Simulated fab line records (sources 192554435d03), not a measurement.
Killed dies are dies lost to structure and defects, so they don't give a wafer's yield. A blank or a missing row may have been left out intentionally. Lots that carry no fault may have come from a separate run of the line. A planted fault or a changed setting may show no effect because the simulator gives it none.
Chamber matching || flow n5Finfet || N5_HKMG_FIN_CMP_94 on cmp-03: 4 sister chambers
The step polishes, stops on SiNx, t overpolish 4.7 s, target thk 43.299 nm. 18 wafers are shown with their chamber, then 9 later ones without.

== WAFERS WITH THEIR CHAMBER ==
{"wafer": "L077.2", "chamber": 3, "motorCurrentA (A)": 12.0}
{"wafer": "L077.3", "chamber": 2, "motorCurrentA (A)": 12.4}
{"wafer": "L077.6", "chamber": 2, "motorCurrentA (A)": 12.5}
{"wafer": "L078.1", "chamber": 1, "motorCurrentA (A)": 11.3}
{"wafer": "L078.2", "chamber": 3, "motorCurrentA (A)": 11.4}
{"wafer": "L078.6", "chamber": 0, "motorCurrentA (A)": 14.3}
{"wafer": "L079.1", "chamber": 3, "motorCurrentA (A)": 11.6}
{"wafer": "L079.4", "chamber": 0, "motorCurrentA (A)": 13.7}
{"wafer": "L079.5", "chamber": 2, "motorCurrentA (A)": 12.7}
{"wafer": "L080.1", "chamber": 2, "motorCurrentA (A)": 13.2}
{"wafer": "L080.3", "chamber": 0, "motorCurrentA (A)": 14.1}
{"wafer": "L080.6", "chamber": 3, "motorCurrentA (A)": 12.3}
{"wafer": "L085.4", "chamber": 2, "motorCurrentA (A)": 12.8}
{"wafer": "L085.5", "chamber": 0, "motorCurrentA (A)": 14.0}
{"wafer": "L085.6", "chamber": 1, "motorCurrentA (A)": 11.1}
{"wafer": "L088.2", "chamber": 0, "motorCurrentA (A)": 13.4}
{"wafer": "L088.3", "chamber": 2, "motorCurrentA (A)": 12.2}
{"wafer": "L088.4", "chamber": 3, "motorCurrentA (A)": 11.0}

SIGNATURES, as means of the wafers listed above
{"reading": "motorCurrentA", "chamber 0": 13.900, "chamber 1": 11.200, "chamber 2": 12.633, "chamber 3": 11.660, "scatter within a chamber": 0.393}
Rule: for a wafer and a chamber, the distance is found by dividing, reading by reading, the gap between the wafer's reading and the chamber's mean by the reading's scatter, squaring, summing and taking the root. If the next closest chamber is less than 2 further off than the closest, the wafer can't be placed; otherwise it belongs to the closest. The scatter: the root of (the sum of the squares of (reading less its chamber's mean) over the shown wafers, divided by (wafers less chambers)).

== WAFERS WHOSE CHAMBER IS MISSING ==
{"wafer": "L090.3", "motorCurrentA (A)": 12.1}
{"wafer": "L090.4", "motorCurrentA (A)": 14.3}
{"wafer": "L090.5", "motorCurrentA (A)": 12.7}
{"wafer": "L091.1", "motorCurrentA (A)": 11.4}
{"wafer": "L091.2", "motorCurrentA (A)": 11.8}
{"wafer": "L091.4", "motorCurrentA (A)": 14.3}
{"wafer": "L093.3", "motorCurrentA (A)": 13.1}
{"wafer": "L093.4", "motorCurrentA (A)": 12.7}
{"wafer": "L093.6", "motorCurrentA (A)": 10.9}

== EACH ONE'S CHAMBER ==
{"wafer": "L090.3", "from the rows above": "can't be placed: 3 or 2 or 1", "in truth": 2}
{"wafer": "L090.4", "from the rows above": 0, "in truth": 0}
{"wafer": "L090.5", "from the rows above": 2, "in truth": 2}
{"wafer": "L091.1", "from the rows above": "can't be placed: 1 or 3", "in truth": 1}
{"wafer": "L091.2", "from the rows above": "can't be placed: 3 or 1 or 2", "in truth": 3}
{"wafer": "L091.4", "from the rows above": 0, "in truth": 0}
{"wafer": "L093.3", "from the rows above": "can't be placed: 2 or 0", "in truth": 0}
{"wafer": "L093.4", "from the rows above": 2, "in truth": 2}
{"wafer": "L093.6", "from the rows above": "can't be placed: 1 or 3", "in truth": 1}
Correctly placed: 4 of 9. Not placeable from these rows: 5 (in 5, the candidates include the true chamber). Wrongly placed: 0.
